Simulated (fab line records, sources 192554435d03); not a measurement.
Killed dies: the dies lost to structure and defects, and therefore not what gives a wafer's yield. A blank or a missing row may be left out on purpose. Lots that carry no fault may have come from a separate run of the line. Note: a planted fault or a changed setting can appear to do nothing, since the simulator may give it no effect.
Problem report, 8D (eight disciplines) form, completed by code / flow n5-finfet / the parts of the form that need people (team, actions taken, sign-off) are left out

## 1. PROBLEM STATEMENT
At N5_BEOL_M1_INSPECT_59, raw-defect-count averages 498 over 3 wafers from 2 lots, while fault-free wafers read 75, standard deviation 24. Measured from the usual mean, that is +18 standard deviations.
The step: inspects for defects (darkfield).
First observed at day 9 06:05: wafer L275.5, on defect-inspect-02. The record has a number at this step for 27 wafers belonging to 9 lots. Rule for "out" (also "out of limits"): further than 4 standard deviations from the usual mean. Any other wafer with a number is counted as sound.

## 2. WHAT THIS IS AND IS NOT
question=which readings at this step | is=raw-defect-count | is not=-
question=which lots | is=L275, L280 | is not=L270, L271, L272, L274, L286, L288, L289
question=which wafers of those lots | is=L275.5, L280.2, L280.4 | is not=L275.3, L275.6, L280.6
question=read on which gauges | is=defect-inspect-01, defect-inspect-02 | is not=-
question=when | is=from day 9 06:05 | is not=up to then (14 sound wafers); but 10 sound wafers of L280, L286, L288, L289 came after

## 3. SUSPECTS, AND WHAT RULES EACH OUT
Counting: a tool at a process step up to the reading stays a suspect if it ran every lot that is out. Sound lots after the first of them don't rule it out here, since some wafers of a struck lot are sound.
- the gauge at N5_BEOL_M1_INSPECT_59 is ruled out. The wafers that are out were read on 2 gauges (defect-inspect-01, defect-inspect-02).
- cvd-co-01 at N5_BEOL_M1_CO_CAP_55 (material Co, precursor CCTBA/H2, target thk 2 nm, time 102.1 s): kept. Every lot that is out went through it, the first being L275 (day 9 05:52); the last sound lot it ran before that was L272 (day 8 01:28).
- Within cvd-co-01 at N5_BEOL_M1_CO_CAP_55: the wafers that are out ran in chamber 0; their sound lot-mates ran in chambers 1, 2.
The count leaves cvd-co-01 at N5_BEOL_M1_CO_CAP_55.

## 4. THE CAUSE (what the simulator had put in)
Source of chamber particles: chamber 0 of cvd-co-01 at N5_BEOL_M1_CO_CAP_55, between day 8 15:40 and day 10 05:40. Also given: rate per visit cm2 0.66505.
Counting left only this tool.

## 5. THE CHAIN OF EFFECTS, in route order
Each row: a reading where the mean over the struck wafers with a number is more than 3 standard deviations away from the usual. Readings are gone through only where the record gives a usual standard deviation; hours: the median, over the lots, of the time from a lot's start at the first step in this table giving one to that lot's start at this step; sigmas: the change measured in usual standard deviations.
hours=0; step=N5_BEOL_M1_INSPECT_59; reading=raw-defect-count; usual=75; on struck wafers=498; change=+423; sigmas=+18
hours=2; step=N5_BEOL_M2_INSPECT_13; reading=raw-defect-count; usual=420; on struck wafers=818; change=+398; sigmas=+3.6
hours=3; step=N5_BEOL_M2_INSPECT_30; reading=raw-defect-count; usual=423; on struck wafers=810; change=+387; sigmas=+3.5
hours=155; step=N5_PASSIVATION_PROBE_49; reading=defect-limited-yield; usual=91.1 %; on struck wafers=83.7; change=-7.4; sigmas=-5.3
hours=155; step=N5_PASSIVATION_PROBE_49; reading=killed_at_M0_to_M3; usual=34; on struck wafers=122; change=+88; sigmas=+9.0
hours=155; step=N5_PASSIVATION_PROBE_49; reading=killed-dies; usual=105; on struck wafers=193; change=+88; sigmas=+5.5
hours=155; step=N5_PASSIVATION_PROBE_49; reading=sort_bin_5_function; usual=5.2 %; on struck wafers=10.4; change=+5.2; sigmas=+5.9
hours=155; step=N5_PASSIVATION_PROBE_49; reading=sort-n-pass; usual=1074; on struck wafers=987; change=-87; sigmas=-5.1
hours=155; step=N5_PASSIVATION_PROBE_49; reading=sort-yield-pct; usual=91.0 %; on struck wafers=83.7; change=-7.3; sigmas=-4.9
Its process steps:
- N5_PASSIVATION_PROBE_49
At these later measuring or inspecting steps, every struck wafer for which the step has a row has a number for every such reading, and none has moved that far: N5_BEOL_M4_RC_MEAS_101.

## 6. HOW IT WOULD HAVE BEEN CAUGHT EARLIER
14 hours passed between the start of the fault at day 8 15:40 and the first reading out of limits at a measuring or inspecting step in this record, taken at day 9 06:05.
An alarm limit of 4 standard deviations would not have fired on the tool readings at N5_BEOL_M1_CO_CAP_55 for which the record gives a usual standard deviation, since none of them was out on any struck wafer.
Of the lots that are out (2), L280 began N5_BEOL_M1_CO_CAP_55 on cvd-co-01 after day 9 06:05. Holding the tool at that time would have saved it.
